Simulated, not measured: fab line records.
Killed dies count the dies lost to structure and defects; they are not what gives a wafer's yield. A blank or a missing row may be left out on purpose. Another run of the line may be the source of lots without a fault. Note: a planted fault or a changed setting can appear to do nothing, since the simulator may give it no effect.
Which tool is to blame? | flow n5Finfet | 11 lots with 33 wafers sampled at 5 steps, on a route of 1938 steps

== WHAT THE GAUGES SHOWED, per wafer ==
No reading from a measuring or inspecting step in the record can be judged against a usual standard deviation.

== EACH LOT AND THE TOOL THAT RAN IT (in order: tool; ch and the chambers of the sampled wafers; start) ==
lot  | N5_ZERO_LAYER_EXPOSE_08         | N5_ZERO_LAYER_DESCUM_16          | N5_PMOS_HMC_CHANNEL_EPI_ETCH_32  | N5_PMOS_HMC_CHANNEL_EPI_HM_OPEN_15 | N5_PASSIVATION_PROBE_49
L805 | krfScanner-02 ch 0, day 1 18:28 | rieDiel-02 ch 0,2,3, day 1 18:41 | rieDiel-02 ch 0,1,2, day 2 05:35 | rieDiel-02 ch 0,1,2, day 2 05:38   | prober-02, day 13 05:17
L808 | krfScanner-01 ch 0, day 2 12:28 | rieDiel-03 ch 0,1,2, day 2 12:41 | rieDiel-02 ch 0,2,3, day 2 18:20 | rieDiel-02 ch 0,2,3, day 2 18:23   | prober-02, day 13 18:36
L809 | krfScanner-02 ch 0, day 2 18:37 | rieDiel-02 ch 0,1,3, day 2 18:50 | rieDiel-04 ch 0,1, day 2 23:48   | rieDiel-04 ch 0,1, day 2 23:50     | prober-01, day 14 13:45
L812 | krfScanner-02 ch 0, day 3 12:29 | rieDiel-04 ch 0,2,3, day 3 12:42 | rieDiel-04 ch 0,1,2, day 3 17:29 | rieDiel-04 ch 0,1,2, day 3 17:31   | prober-02, day 14 18:10
L814 | krfScanner-02 ch 0, day 4 00:36 | rieDiel-03 ch 0,3, day 4 01:19   | rieDiel-03 ch 0,2,3, day 4 06:16 | rieDiel-03 ch 0,2,3, day 4 06:19   | prober-01, day 15 16:43
L815 | krfScanner-01 ch 0, day 4 06:36 | rieDiel-03 ch 0,3, day 4 06:49   | rieDiel-02 ch 0,1, day 4 11:28   | rieDiel-02 ch 0,1, day 4 11:31     | prober-01, day 14 23:13
L823 | krfScanner-02 ch 0, day 6 06:40 | rieDiel-03 ch 1,2,3, day 6 07:02 | rieDiel-03 ch 0,2, day 6 12:17   | rieDiel-03 ch 0,2, day 6 12:20     | prober-01, day 17 11:49
L824 | krfScanner-02 ch 0, day 6 12:28 | rieDiel-03 ch 0,3, day 6 12:41   | rieDiel-02 ch 0,3, day 6 17:28   | rieDiel-02 ch 0,3, day 6 17:30     | prober-02, day 17 12:48
L825 | krfScanner-01 ch 0, day 6 18:35 | rieDiel-03 ch 1,2,3, day 6 18:49 | rieDiel-03 ch 1,2,3, day 6 23:25 | rieDiel-03 ch 1,2,3, day 6 23:28   | prober-02, day 18 17:18
L826 | krfScanner-01 ch 0, day 7 00:28 | rieDiel-02 ch 0,1,2, day 7 00:41 | rieDiel-02 ch 2,3, day 7 05:24   | rieDiel-02 ch 2,3, day 7 05:26     | prober-02, day 19 06:33
L827 | krfScanner-01 ch 0, day 7 06:28 | rieDiel-02 ch 2,3, day 7 06:41   | rieDiel-03 ch 0,1,3, day 7 12:18 | rieDiel-03 ch 0,1,3, day 7 12:20   | prober-01, day 19 05:24
- N5_ZERO_LAYER_EXPOSE_08: exposes mask ZERO, defocus 0 nm, target cd 2000 nm.
- N5_ZERO_LAYER_DESCUM_16: chemistry O2, time 7.9 s.
- N5_PMOS_HMC_CHANNEL_EPI_ETCH_32: etches BARC in N2/H2, stops on SiO2, target depth 85.8 nm, time 50.3 s.
- N5_PMOS_HMC_CHANNEL_EPI_HM_OPEN_15: chemistry CHF3/O2, target SiO2, target depth 40.6 nm, time 20.3 s.
- N5_PASSIVATION_PROBE_49

== AS READ BY THE TOOLS THEMSELVES (means over the sampled wafers that have a number; for cases with no such wafer, the mark the record gives instead) ==
N5_ZERO_LAYER_EXPOSE_08.
lot  | tool          | exposureDoseMJCm2
L805 | krfScanner-02 | 16.192
L808 | krfScanner-01 | 16.202
L809 | krfScanner-02 | 16.171
L812 | krfScanner-02 | 16.179
L814 | krfScanner-02 | 16.175
L815 | krfScanner-01 | 16.187
L823 | krfScanner-02 | 16.480
L824 | krfScanner-02 | 16.432
L825 | krfScanner-01 | 16.201
L826 | krfScanner-01 | 16.200
L827 | krfScanner-01 | 16.216

N5_ZERO_LAYER_DESCUM_16.
lot  | tool       | drypumpMotorCurrentA (A) | oesProductAu (a.u.) | rfVppV (V) | showerheadPlenumPTorr (Torr) | throttleValvePct (%)
L805 | rieDiel-02 | 5.5                      | 0.75                | 243.3      | 2.10                         | 20.63
L808 | rieDiel-03 | 5.9                      | 0.85                | 242.9      | 2.05                         | 20.17
L809 | rieDiel-02 | 5.7                      | 0.71                | 242.9      | 2.08                         | 20.54
L812 | rieDiel-04 | 5.9                      | 0.81                | 244.2      | 2.10                         | 20.40
L814 | rieDiel-03 | 5.8                      | 0.86                | 242.4      | 2.08                         | 20.17
L815 | rieDiel-03 | 5.6                      | 0.80                | 244.5      | 2.13                         | 20.28
L823 | rieDiel-03 | 5.7                      | 0.76                | 243.2      | 2.09                         | 20.33
L824 | rieDiel-03 | 5.8                      | 0.82                | 243.4      | 2.08                         | 20.18
L825 | rieDiel-03 | 5.7                      | 0.76                | 243.3      | 2.09                         | 20.34
L826 | rieDiel-02 | 5.9                      | 0.70                | 243.6      | 2.10                         | 20.49
L827 | rieDiel-02 | 5.2                      | 0.75                | 241.6      | 2.04                         | 20.80

N5_PMOS_HMC_CHANNEL_EPI_ETCH_32.
lot  | tool       | drypumpMotorCurrentA (A) | oesProductAu (a.u.) | rfVppV (V) | showerheadPlenumPTorr (Torr) | throttleValvePct (%)
L805 | rieDiel-02 | 5.9                      | 0.63                | 524.8      | 2.57                         | 18.01
L808 | rieDiel-02 | 5.5                      | 0.65                | 523.2      | 2.55                         | 18.12
L809 | rieDiel-04 | 5.4                      | 0.62                | 521.6      | 2.50                         | 18.11
L812 | rieDiel-04 | 5.5                      | 0.63                | 523.3      | 2.54                         | 17.97
L814 | rieDiel-03 | 5.8                      | 0.69                | 522.1      | 2.53                         | 17.80
L815 | rieDiel-02 | 5.9                      | 0.59                | 525.0      | 2.60                         | 18.05
L823 | rieDiel-03 | 5.9                      | 0.72                | 522.5      | 2.47                         | 17.75
L824 | rieDiel-02 | 5.2                      | 0.62                | 522.8      | 2.49                         | 18.17
L825 | rieDiel-03 | 5.7                      | 0.65                | 523.4      | 2.55                         | 17.84
L826 | rieDiel-02 | 5.2                      | 0.64                | 522.4      | 2.46                         | 18.14
L827 | rieDiel-03 | 5.7                      | 0.67                | 524.0      | 2.56                         | 17.71

N5_PMOS_HMC_CHANNEL_EPI_HM_OPEN_15.
lot  | tool       | drypumpMotorCurrentA (A) | oesProductAu (a.u.) | rfVppV (V) | showerheadPlenumPTorr (Torr) | throttleValvePct (%)
L805 | rieDiel-02 | 6.0                      | 0.73                | 525        | 2.44                         | 19.01
L808 | rieDiel-02 | 5.5                      | 0.76                | 525        | 2.41                         | 19.07
L809 | rieDiel-04 | 5.4                      | 0.72                | 522        | 2.38                         | 19.08
L812 | rieDiel-04 | 5.5                      | 0.73                | 521        | 2.41                         | 19.00
L814 | rieDiel-03 | 5.8                      | 0.80                | 528        | 2.40                         | 18.80
L815 | rieDiel-02 | 5.9                      | 0.69                | 524        | 2.45                         | 18.99
L823 | rieDiel-03 | 5.9                      | 0.84                | 537        | 2.34                         | 18.75
L824 | rieDiel-02 | 5.2                      | 0.73                | 525        | 2.35                         | 19.11
L825 | rieDiel-03 | 5.7                      | 0.76                | 526        | 2.41                         | 18.86
L826 | rieDiel-02 | 5.2                      | 0.76                | 525        | 2.34                         | 19.18
L827 | rieDiel-03 | 5.7                      | 0.79                | 532        | 2.43                         | 18.77

N5_PASSIVATION_PROBE_49.
lot  | tool      | defectLimitedYield (%) | killed_at_M0_to_M3 | killed_at_M4_up | killedAtContacts | killedAtFrontEnd | killedAtOther | killedDies | killedOnRim | killedOpen | killedShort | sort_bin_4_leakage (%) | sort_bin_5_function (%) | sort_bin_6_memory (%) | sortNPass | sortYieldPct (%)
L805 | prober-02 | 90.1                   | 41                 | 19              | 14               | 42               | 1             | 117        | 13          | 80         | 35          | 0.03                   | 6.4                     | 3.1                   | 1063      | 90.1
L808 | prober-02 | 90.3                   | 46                 | 13              | 9                | 45               | 2             | 115        | 15          | 74         | 36          | 0.00                   | 5.6                     | 3.5                   | 1065      | 90.3
L809 | prober-01 | 91.4                   | 34                 | 15              | 16               | 34               | 3             | 101        | 11          | 68         | 33          | 0.00                   | 5.0                     | 3.3                   | 1079      | 91.4
L812 | prober-02 | 92.0                   | 34                 | 13              | 11               | 30               | 6             | 94         | 12          | 61         | 32          | 0.00                   | 5.1                     | 2.6                   | 1086      | 92.0
L814 | prober-01 | 93.8                   | 28                 | 11              | 6                | 27               | 1             | 73         | 11          | 53         | 19          | 0.00                   | 3.6                     | 2.5                   | 1107      | 93.8
L815 | prober-01 | 91.2                   | 39                 | 12              | 13               | 35               | 5             | 104        | 13          | 67         | 36          | 0.00                   | 4.8                     | 3.6                   | 1076      | 91.2
L823 | prober-01 | 92.8                   | 20                 | 12              | 15               | 38               | 1             | 86         | 14          | 58         | 27          | 0.00                   | 4.5                     | 2.5                   | 1094      | 92.8
L824 | prober-02 | 92.5                   | 30                 | 12              | 12               | 31               | 4             | 89         | 10          | 69         | 18          | 0.00                   | 4.5                     | 2.9                   | 1091      | 92.5
L825 | prober-02 | 92.7                   | 35                 | 13              | 6                | 29               | 3             | 87         | 12          | 56         | 27          | 0.00                   | 4.3                     | 2.8                   | 1093      | 92.7
L826 | prober-02 | 92.0                   | 26                 | 16              | 8                | 42               | 2             | 95         | 13          | 63         | 31          | 0.00                   | 5.1                     | 2.6                   | 1085      | 92.0
L827 | prober-01 | 91.2                   | 36                 | 17              | 7                | 39               | 5             | 104        | 16          | 71         | 31          | 0.00                   | 5.1                     | 3.3                   | 1076      | 91.2

== THE ANSWER, worked out from the rows above alone ==
Rule: the usual values come from the lots themselves. Put in order of their means at a reading, lots are off if they are a third of the lots or fewer, leave a main group of 4 or more, and stand apart from it by a gap of 3 or more times the standard deviation of the main group's means; of several such gaps the widest counts. If all means in a main group match to the digits the tables above print for the reading, that group is not used. A lot without any number at a reading at which 4 lots or more have one is off too. Any other lot the step has rows for is counted as sound. First the gauges in route order, then the tools' own readings, where a lot's mean is used as printed above. The first step at which some lot is off is used, and at that step the reading that is off furthest; a lot without a number counts as furthest.
Off, at N5_ZERO_LAYER_EXPOSE_08 on exposureDoseMJCm2: L823, L824. For the main group the mean is 16.191 and the standard deviation 0.014.
A tool fits if, at that step or a process step before it, it ran every lot that is off, and no sound lot after the first of them. One fits: N5_ZERO_LAYER_EXPOSE_08 on krfScanner-02. A fault onset in the window from L814 (day 4 00:36, its last sound lot) to L823 (day 6 06:40, its first lot off) fits.
The tool's own readings at N5_ZERO_LAYER_EXPOSE_08 bear it out: on the lots that are off they differ by more than 5 times the standard deviation of the sound lots' means. exposureDoseMJCm2 reads 16.456 there against 16.191 on the sound lots.

== WHAT THE SIMULATOR HAD INSERTED ==
Process parameter drift: krfScanner-02, from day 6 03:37 on, at N5_ZERO_LAYER_EXPOSE_08. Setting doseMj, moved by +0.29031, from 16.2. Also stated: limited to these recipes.
Lots struck among those shown: L823, L824. Same finding as the rule above.
